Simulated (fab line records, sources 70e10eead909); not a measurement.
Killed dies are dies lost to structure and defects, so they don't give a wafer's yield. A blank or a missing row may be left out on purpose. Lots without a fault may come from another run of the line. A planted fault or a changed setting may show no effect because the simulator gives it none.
Chamber matching | flow nand_harc | NHARC_P_M1_DESCUM_14 on rie_diel-08: 4 sister chambers
The step chemistry O2, time 3 s. 8 wafers are shown with their chamber, then 9 later ones without.

WAFERS WITH THEIR CHAMBER
wafer  | chamber | drypump_motor_current_A (A) | throttle_valve_pct (%)
L087.5 | 2       | 5.5                         | 11.290
L087.6 | 3       | 5.4                         | 11.307
L091.1 | 1       | 6.1                         | 11.317
L091.3 | 0       | 5.6                         | 11.307
L091.4 | 2       | 5.5                         | 11.307
L090.1 | 3       | 5.4                         | 11.303
L090.4 | 1       | 6.2                         | 11.314
L090.5 | 0       | 5.6                         | 11.308

WAFERS WITHOUT THEIR CHAMBER
wafer  | drypump_motor_current_A (A) | throttle_valve_pct (%)
L092.1 | 5.5                         | 11.316
L092.2 | 6.1                         | 11.314
L092.4 | 5.6                         | 11.320
L094.2 | 5.4                         | 11.332
L094.3 | 5.5                         | 11.313
L094.4 | 6.1                         | 11.312
L097.1 | 5.6                         | 11.310
L097.2 | 5.4                         | 11.308
L097.3 | 6.1                         | 11.311

WHICH CHAMBER EACH WENT THROUGH
wafer  | from the rows above          | in truth
L092.1 | can't be placed: 2 or 0 or 3 | 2
L092.2 | 1                            | 1
L092.4 | 0                            | 0
L094.2 | can't be placed: 3 or 2      | 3
L094.3 | can't be placed: 2 or 0 or 3 | 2
L094.4 | 1                            | 1
L097.1 | 0                            | 0
L097.2 | 3                            | 3
L097.3 | 1                            | 1
Placed correctly: 6 of 9. Can't be placed from these rows: 3 (the true chamber is among the candidates in 3). Placed wrongly: 0.
How it was worked out, from the rows above alone: a wafer's distance from a chamber is the root of the sum, over the readings, of the square of ((its reading less the chamber's mean) divided by the reading's scatter). The wafer belongs to the nearest chamber; if the next one is less than 2 further off, it can't be placed. A chamber's mean is the mean of its shown wafers. The scatter: the root of (the sum of the squares of (reading less its chamber's mean) over the shown wafers, divided by (wafers less chambers)).
